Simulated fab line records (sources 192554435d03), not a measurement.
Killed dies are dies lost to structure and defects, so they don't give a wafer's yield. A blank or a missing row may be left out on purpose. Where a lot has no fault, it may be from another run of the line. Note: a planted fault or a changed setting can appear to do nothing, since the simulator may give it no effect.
fab line records	flow n5_finfet
record lots=11	wafers=32	last_day=17
route steps=1938 shown BEOL_M14@1761 BEOL_M15@1773
lots that met no fault: taken from a fault-free run of the same line
start_h: start of the lot's first displayed wafer, in hours after the record's first day	wait_h: time in hours since the lot's previous step	" unchanged from the row above	L1.1+2: several wafers, shown together as one row	- no value, or no start was given	* or withheld: withheld	< > ~ a bound
route shown NAME@n: names a module that has steps shown in the file, with the first one's number in the route	usual: mean/standard deviation of fault-free wafers	same: alike in all rows	chamber/n: place in a boat	sites: each site's reading	_std_site: the standard deviation of these	_edge_site: outer sites' mean less inner sites'	radius_mm: how far each site lies from the wafer's centre	mask NAME#n: copy n	behind: tool/chamber where the wafer was last shaped	hold: cause of the lot's hold/its duration in hours/its outcome	device: which transistor (n, p or np) failed to switch	end of line: the route-end tests of the same wafers	where a step has no rows: the recipe by itself	killed: not the wafer's yield, but the dies lost to structure and defects at the first sort	map: dies across one wafer; x = killed, . = not, _ = none there
set.NAME: the setting that was run; set.NAME@STEP: the one run at that earlier step	model.NAME: the simulator's own value behind a step, which no gauge read
steps of the route over a sample of lots; a table a step, a row a wafer
services: from which hour (start_h, from the record's first day; less than 0 if before it) a tool's chamber was out of use, for how many hours, and why
## steps
# step N5_BEOL_M14_PRE_CLEAN_42
# recipe gas=H2/He	time_s=30	temp_c=300
# usual heater_power_w=451/31
lot.wafer	tool	chamber	start_h	wait_h	heater_power_w
L779.3	pvd_sputter-03	-	259.59	0.0	418
L779.5	"	-	"	"	432
L779.6	"	-	"	"	437
L777.2	pvd_sputter-03	-	265.54	0.0	453
L777.4	"	-	"	"	429
L777.5	"	-	"	"	442
L780.2	pvd_sputter-02	-	270.95	0.0	435
L780.3	"	-	"	"	484
L780.4	"	-	"	"	510
L785.2	pvd_sputter-03	-	292.41	0.0	412
L785.3	"	-	"	"	449
L789.1	pvd_sputter-03	-	334.13	0.0	424
L789.2	"	-	"	"	410
L789.6	"	-	"	"	437
L792.1	pvd_sputter-03	-	347.48	0.0	440
L792.4	"	-	"	"	438
L792.6	"	-	"	"	447
L793.1	pvd_sputter-03	-	352.86	0.0	430
L793.3	"	-	"	"	444
L793.5	"	-	"	"	447
L797.1	pvd_sputter-01	-	374.65	0.0	477
L797.5	"	-	"	"	438
L797.6	"	-	"	"	488
L798.1	pvd_sputter-01	-	388.16	0.0	448
L798.2	"	-	"	"	465
L798.5	"	-	"	"	462
L800.3	pvd_sputter-02	-	389.44	0.0	440
L800.5	"	-	"	"	514
L800.6	"	-	"	"	443
L799.2	pvd_sputter-02	-	389.76	0.0	426
L799.4	"	-	"	"	529
L799.6	"	-	"	"	512
# step N5_BEOL_M14_SPUTTER_44
# recipe material=Ta	target_thk_a=150	temp_c=50	bias_v=80	power_w=15000	chamber_pressure_pa=0.07	time_s=24.19
# usual bias_v=79.9/0.83	substrate_temp_c=50.00/0.11	throttle_valve_pct=29.9/0.96
lot.wafer	tool	chamber	start_h	wait_h	bias_v	substrate_temp_c	throttle_valve_pct
L779.3	pvd_sputter-03	-	259.71	0.0	79.9	50.05	29.8
L779.5	"	-	"	"	79.7	49.95	29.0
L779.6	"	-	"	"	80.3	50.01	29.8
L777.2	pvd_sputter-03	-	265.66	0.0	79.7	50.08	29.9
L777.4	"	-	"	"	79.4	49.84	28.7
L777.5	"	-	"	"	80.2	50.16	29.5
L780.2	pvd_sputter-02	-	271.07	0.0	79.3	50.04	29.5
L780.3	"	-	"	"	79.8	50.02	29.7
L780.4	"	-	"	"	79.6	50.00	27.8
L785.2	pvd_sputter-03	-	292.53	0.0	79.7	50.11	30.0
L785.3	"	-	"	"	79.3	49.94	29.4
L789.1	pvd_sputter-03	-	334.25	0.0	79.6	49.90	30.1
L789.2	"	-	"	"	80.9	49.91	30.1
L789.6	"	-	"	"	80.0	49.87	30.0
L792.1	pvd_sputter-03	-	347.60	0.0	80.2	49.67	29.6
L792.4	"	-	"	"	80.5	49.99	28.9
L792.6	"	-	"	"	79.7	49.87	29.7
L793.1	pvd_sputter-03	-	352.98	0.0	81.1	49.86	28.7
L793.3	"	-	"	"	79.2	49.90	29.4
L793.5	"	-	"	"	79.7	49.85	29.6
L797.1	pvd_sputter-01	-	374.77	0.0	80.0	50.10	29.0
L797.5	"	-	"	"	79.5	50.06	31.6
L797.6	"	-	"	"	79.7	50.00	30.9
L798.1	pvd_sputter-01	-	388.28	0.0	79.7	49.93	29.8
L798.2	"	-	"	"	80.1	49.93	31.8
L798.5	"	-	"	"	80.4	49.87	30.2
L800.3	pvd_sputter-02	-	389.56	0.0	78.7	49.93	29.5
L800.5	"	-	"	"	80.1	50.12	27.8
L800.6	"	-	"	"	79.9	50.06	29.7
L799.2	pvd_sputter-02	-	389.88	0.0	80.0	50.12	31.0
L799.4	"	-	"	"	81.3	49.99	27.9
L799.6	"	-	"	"	79.5	49.93	27.7
# step N5_BEOL_M14_CMP_49
# recipe stop_on=SiO2	t_overpolish_s=5.2	down_force_psi=2	platen_rpm=80	clearing_platen_down_force_psi=2	clearing_platen_rpm=80	post_cmp_clean=cu_alkaline	target_thk_nm=560	clearing_platen_pad_velocity_m_s=1.5917	pad_velocity_m_s=1.5917
# usual barrier_field_endpoint_s=11.3/0.38	clearing_platen_rpm=80.00/0.038	motor_current_A=8.4/0.92	pad_life_wafers=892/570	platen_rpm=79.99/0.048
lot.wafer	tool	chamber	start_h	wait_h	barrier_field_endpoint_s	clearing_platen_rpm	motor_current_A	pad_life_wafers	platen_rpm
L779.3	cmp-02	1	260.50	0.3	11.5	80.05	8.1	2001	80.00
L779.5	"	2	"	"	11.3	80.04	9.4	-	80.00
L779.6	"	3	"	"	11.7	79.97	6.9	-	79.99
L777.4	cmp-02	2	267.02	0.1	11.0	80.02	9.7	2052	79.95
L777.2	"	3	"	"	11.3	80.01	6.9	2053	79.98
L777.5	"	3	"	"	11.3	79.99	7.2	-	80.04
L780.2	cmp-04	0	271.76	0.2	11.1	80.03	7.0	1290	79.96
L780.4	"	2	"	"	11.3	80.03	8.4	1292	79.95
L780.3	"	3	"	"	11.2	80.03	8.7	1293	80.05
L785.2	cmp-02	0	293.58	0.2	11.1	79.92	8.4	78	80.05
L785.3	"	1	"	"	11.5	79.99	8.5	79	80.09
L789.2	cmp-03	1	334.94	0.2	13.9	80.00	7.7	810	80.02
L789.1	"	3	"	"	13.7	80.02	9.3	812	80.04
L789.6	"	1	"	"	14.3	80.01	7.9	-	79.95
L792.1	cmp-02	3	348.44	0.3	14.1	80.02	6.9	468	79.98
L792.4	"	1	"	"	14.4	80.04	8.8	470	80.05
L792.6	"	0	"	"	14.4	79.98	8.2	-	79.98
L793.3	cmp-02	2	353.81	0.2	14.1	80.01	9.0	510	80.02
L793.1	"	3	"	"	14.0	79.94	7.1	511	79.99
L793.5	"	2	"	"	13.9	79.99	9.3	-	79.99
L797.1	cmp-03	2	375.90	0.3	11.7	79.91	8.6	1152	80.04
L797.6	"	2	"	"	11.4	79.95	9.1	-	79.99
L797.5	"	3	"	"	10.9	80.00	8.8	-	79.91
L798.2	cmp-02	3	388.99	0.2	10.9	80.01	7.2	834	79.93
L798.1	"	1	"	"	11.1	80.03	8.0	836	79.94
L798.5	"	0	"	"	11.8	79.96	8.3	-	79.98
L800.3	cmp-02	3	390.39	0.3	11.0	79.99	6.9	849	80.04
L800.6	"	0	"	"	11.3	79.99	7.9	-	79.95
L800.5	"	1	"	"	11.4	80.01	8.6	-	80.06
L799.2	cmp-03	0	390.77	0.2	12.2	79.99	9.5	1285	79.95
L799.4	"	2	"	"	11.7	79.97	8.7	1287	79.96
L799.6	"	0	"	"	12.1	79.97	9.9	-	80.03
# step N5_BEOL_M14_DEP_53
# recipe material=SiCN	target_thk_a=500	temp_c=withheld	precursor=3MS/NH3	pressure_torr=3	rf_w=675	time_s=17.8
# usual showerhead_plenum_p_Torr=4.155/0.023	throttle_valve_pct=18.3/0.98
lot.wafer	tool	chamber	start_h	wait_h	showerhead_plenum_p_Torr	throttle_valve_pct
L779.3	pecvd-02	1	260.75	0.0	4.166	18.9
L779.5	"	1	"	"	4.166	19.1
L779.6	"	0	"	"	4.167	17.2
L777.2	pecvd-04	0	267.38	0.0	4.139	19.5
L777.4	"	0	"	"	4.132	19.5
L777.5	"	1	"	"	4.184	18.6
L780.2	pecvd-02	1	272.11	0.0	4.172	18.9
L780.3	"	0	"	"	4.152	17.0
L780.4	"	0	"	"	4.157	16.9
L785.2	pecvd-02	0	293.94	0.0	4.160	16.7
L785.3	"	0	"	"	4.177	16.9
L789.1	pecvd-04	1	335.29	0.0	4.194	19.1
L789.2	"	0	"	"	4.141	19.7
L789.6	"	1	"	"	4.196	18.8
L792.1	pecvd-02	1	348.80	0.0	4.173	19.2
L792.4	"	0	"	"	4.160	17.0
L792.6	"	1	"	"	4.163	19.0
L793.1	pecvd-03	2	354.17	0.0	4.188	18.0
L793.3	"	1	"	"	4.142	17.8
L793.5	"	0	"	"	4.136	19.8
L797.1	pecvd-04	0	376.26	0.0	4.136	19.6
L797.5	"	1	"	"	4.187	18.8
L797.6	"	0	"	"	4.139	19.6
L798.1	pecvd-03	2	389.34	0.0	4.206	18.2
L798.2	"	0	"	"	4.128	19.8
L798.5	"	0	"	"	4.137	20.0
L800.3	pecvd-02	0	390.63	0.0	4.159	17.3
L800.5	"	0	"	"	4.165	17.1
L800.6	"	2	"	"	4.134	18.1
L799.2	pecvd-02	1	391.08	0.0	4.162	19.0
L799.4	"	1	"	"	4.164	19.0
L799.6	"	2	"	"	4.135	18.1
# step N5_BEOL_M15_ILD_DEP_00
# recipe material=SiO2	target_thk_a=16293	temp_c=400	precursor=TEOS/O2	pressure_torr=6.5	rf_w=900	teos_flow_sccm=161.4	gas=O2	flow_sccm=2650	time_s=346.1
# usual heater_power_w=504/93	showerhead_plenum_p_Torr=8.35/0.038	throttle_valve_pct=18.7/0.84
lot.wafer	tool	chamber	start_h	wait_h	heater_power_w	showerhead_plenum_p_Torr	throttle_valve_pct
L779.3	pecvd-01	1	260.88	0.0	474	8.37	18.3
L779.5	"	1	"	"	538	8.38	18.5
L779.6	"	0	"	"	412	8.36	17.8
L777.2	pecvd-03	0	267.51	0.0	577	8.30	20.8
L777.4	"	2	"	"	598	8.40	18.4
L777.5	"	0	"	"	595	8.30	20.5
L780.2	pecvd-01	2	272.24	0.0	416	8.33	18.3
L780.3	"	1	"	"	400	8.37	18.3
L780.4	"	2	"	"	466	8.33	18.6
L785.2	pecvd-03	2	294.09	0.0	586	8.40	18.2
L785.3	"	2	"	"	631	8.41	18.0
L789.1	pecvd-01	0	335.42	0.0	517	8.37	17.7
L789.2	"	1	"	"	493	8.38	18.7
L789.6	"	2	"	"	471	8.33	18.5
L792.1	pecvd-01	1	348.93	0.0	415	8.38	18.5
L792.4	"	0	"	"	420	8.36	17.8
L792.6	"	1	"	"	514	8.36	18.5
L793.1	pecvd-03	0	354.30	0.0	498	8.29	20.5
L793.3	"	2	"	"	514	8.40	18.5
L793.5	"	0	"	"	577	8.31	20.9
L797.1	pecvd-02	0	376.39	0.0	629	8.37	17.5
L797.5	"	0	"	"	735	8.35	17.7
L797.6	"	2	"	"	379	8.30	19.0
L798.1	pecvd-02	0	389.47	0.0	723	8.34	17.8
L798.2	"	2	"	"	503	8.31	18.4
L798.5	"	0	"	"	613	8.35	17.6
L800.3	pecvd-01	2	390.76	0.0	454	8.32	18.7
L800.5	"	0	"	"	559	8.38	18.0
L800.6	"	1	"	"	409	8.39	18.5
L799.2	pecvd-03	2	391.21	0.0	489	8.41	18.3
L799.4	"	0	"	"	489	8.32	20.6
L799.6	"	1	"	"	504	8.32	18.9
## services
tool	chamber	start_h	hours	kind
cmp-02	-	241.29	2.6	repair
cmp-03	-	242.52	1.3	repair
cmp-03	-	248.23	5.1	pm
cmp-04	-	251.09	0.8	repair
pecvd-02	2	276.84	2.1	scheduled_down
cmp-03	-	278.24	1.5	repair
cmp-02	-	278.69	4.0	pm
cmp-02	-	282.69	-	consumable_replace:conditioner
cmp-02	-	282.69	-	consumable_replace:pad
pecvd-02	2	283.41	20.6	repair
pecvd-03	-	290.28	1.3	repair
pecvd-01	-	316.89	0.2	repair
cmp-03	-	318.26	3.4	pm
pecvd-04	0	327.02	6.8	repair
cmp-02	-	338.84	6.6	pm
cmp-03	-	347.56	3.1	repair
pvd_sputter-03	-	355.57	0.7	repair
cmp-04	-	356.88	4.0	pm
pvd_sputter-02	-	365.16	1.1	repair
pvd_sputter-03	-	378.37	1.7	repair
pecvd-04	-	378.85	0.5	repair
cmp-03	-	382.01	0.8	repair
cmp-04	-	384.43	8.8	repair
pvd_sputter-01	-	391.20	6.7	repair
## key
first_sign step=N5_BEOL_M14_CMP_49	reading=barrier_field_endpoint_s	direction=up	sigmas=7.3	usual=11.3	struck=14.1
effect none on later readings
met_at N5_BEOL_M14_SPUTTER_44
struck_lots L789,L792,L793
not_acting_at N5_BEOL_M14_PRE_CLEAN_42,N5_BEOL_M14_DEP_53,N5_BEOL_M15_ILD_DEP_00
onset_between 292.53 334.25
fault kind=process_parameter_drift	tool=pvd_sputter-03	chamber=-	onset_h=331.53	steps=N5_BEOL_M14_SPUTTER_44	channel=time_s	offset=*	shape=step	end_h=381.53	acts_in=*	stated=*
